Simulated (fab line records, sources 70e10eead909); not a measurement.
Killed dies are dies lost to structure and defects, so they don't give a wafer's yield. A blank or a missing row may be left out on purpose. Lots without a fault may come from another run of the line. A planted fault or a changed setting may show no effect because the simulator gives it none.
Chamber matching | flow nand_harc | NHARC_P_M2_STRIP_18 on rie_diel-08: 4 sister chambers
The step strips in N2/H2. 16 wafers are shown with their chamber, then 8 later ones without.

WAFERS WITH THEIR CHAMBER
wafer  | chamber | showerhead_plenum_p_Torr (Torr) | drypump_motor_current_A (A) | throttle_valve_pct (%)
L076.2 | 3       | 2.06                            | 6.2                         | 14.164
L076.3 | 2       | 1.94                            | 5.4                         | 14.161
L076.6 | 3       | 2.06                            | 6.1                         | 14.183
L077.2 | 3       | 2.06                            | 6.1                         | 14.174
L077.3 | 1       | 1.97                            | 5.5                         | 14.175
L077.6 | 2       | 1.94                            | 5.5                         | 14.169
L081.2 | 3       | 2.06                            | 6.1                         | 14.168
L081.3 | 2       | 1.94                            | 5.5                         | 14.167
L081.6 | 0       | 2.18                            | 5.9                         | 14.165
L084.3 | 2       | 1.94                            | 5.5                         | 14.163
L084.4 | 1       | 1.97                            | 5.5                         | 14.190
L084.6 | 3       | 2.06                            | 6.1                         | 14.181
L085.3 | 1       | 1.97                            | 5.5                         | 14.169
L085.5 | 0       | 2.17                            | 5.9                         | 14.164
L085.6 | 1       | 1.97                            | 5.5                         | 14.178
L090.1 | 2       | 1.94                            | 5.5                         | 14.169

SIGNATURES (means of the wafers above)
reading                  | chamber 0 | chamber 1 | chamber 2 | chamber 3 | scatter within a chamber
showerhead_plenum_p_Torr | 2.1750    | 1.9700    | 1.9400    | 2.0600    | 0.00204
drypump_motor_current_A  | 5.900     | 5.500     | 5.480     | 6.120     | 0.0365
throttle_valve_pct       | 14.16450  | 14.17800  | 14.16580  | 14.17400  | 0.00679
Rule: a wafer's distance from a chamber is the root of the sum, over the readings, of the square of ((its reading less the chamber's mean) divided by the reading's scatter). The wafer belongs to the nearest chamber; if the next one is less than 2 further off, it can't be placed. The scatter: the root of (the sum of the squares of (reading less its chamber's mean) over the shown wafers, divided by (wafers less chambers)).

WAFERS WITHOUT THEIR CHAMBER
wafer  | showerhead_plenum_p_Torr (Torr) | drypump_motor_current_A (A) | throttle_valve_pct (%)
L090.2 | 2.06                            | 6.1                         | 14.184
L090.3 | 2.17                            | 5.9                         | 14.171
L094.1 | 1.94                            | 5.5                         | 14.173
L094.2 | 1.97                            | 5.5                         | 14.172
L094.4 | 2.17                            | 5.8                         | 14.170
L096.2 | 2.06                            | 6.1                         | 14.166
L096.4 | 2.17                            | 5.8                         | 14.180
L096.6 | 1.96                            | 5.5                         | 14.179

WHICH CHAMBER EACH WENT THROUGH
wafer  | from the rows above | in truth
L090.2 | 3                   | 3
L090.3 | 0                   | 0
L094.1 | 2                   | 2
L094.2 | 1                   | 1
L094.4 | 0                   | 0
L096.2 | 3                   | 3
L096.4 | 0                   | 0
L096.6 | 1                   | 1
Placed correctly: 8 of 8. Can't be placed from these rows: 0. Placed wrongly: 0.
